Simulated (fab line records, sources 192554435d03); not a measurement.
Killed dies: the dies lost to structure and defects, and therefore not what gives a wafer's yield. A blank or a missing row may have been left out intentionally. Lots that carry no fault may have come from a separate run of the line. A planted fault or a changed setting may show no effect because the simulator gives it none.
Matching of chambers	flow n5_finfet	ald_metal-01 running N5_BEOL_M9_ALD_74: 4 sister chambers
The step deposits TaN, target thk 2 nm, pulse time 2 s, purge time 3 s. 8 wafers are shown with their chamber, then 7 later ones without.

== WAFERS WITH THEIR CHAMBER ==
wafer	chamber	heater_power_outer_w (W)	heater_power_w (W)
L076.2	0	217	420
L076.3	1	229	396
L078.5	3	210	396
L088.1	0	218	432
L088.2	2	245	438
L088.3	3	215	392
L087.2	1	225	408
L087.3	2	246	442

== WAFERS MISSING THEIR CHAMBER ==
wafer	heater_power_outer_w (W)	heater_power_w (W)
L087.6	214	394
L090.1	218	402
L090.3	254	423
L090.5	219	394
L096.4	218	432
L096.5	246	450
L096.6	218	384

== CHAMBER TAKEN BY EACH ==
wafer	from the rows above	in truth
L087.6	3	3
L090.1	can't be placed: 3 or 0 or 1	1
L090.3	2	2
L090.5	can't be placed: 3 or 1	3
L096.4	0	0
L096.5	2	2
L096.6	can't be placed: 3 or 1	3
Correctly placed: 4 of 7. Unplaceable from these rows: 3, with the true chamber sitting among the candidates in 3. Wrongly placed: 0.
How it was worked out, from the rows above alone: a wafer's distance from a chamber is the root of the sum, over the readings, of the square of ((its reading less the chamber's mean) divided by the reading's scatter). The wafer belongs to the nearest chamber; if the next one is less than 2 further off, it can't be placed. A chamber's mean is the mean of its shown wafers. The scatter: the root of (the sum of the squares of (reading less its chamber's mean) over the shown wafers, divided by (wafers less chambers)).
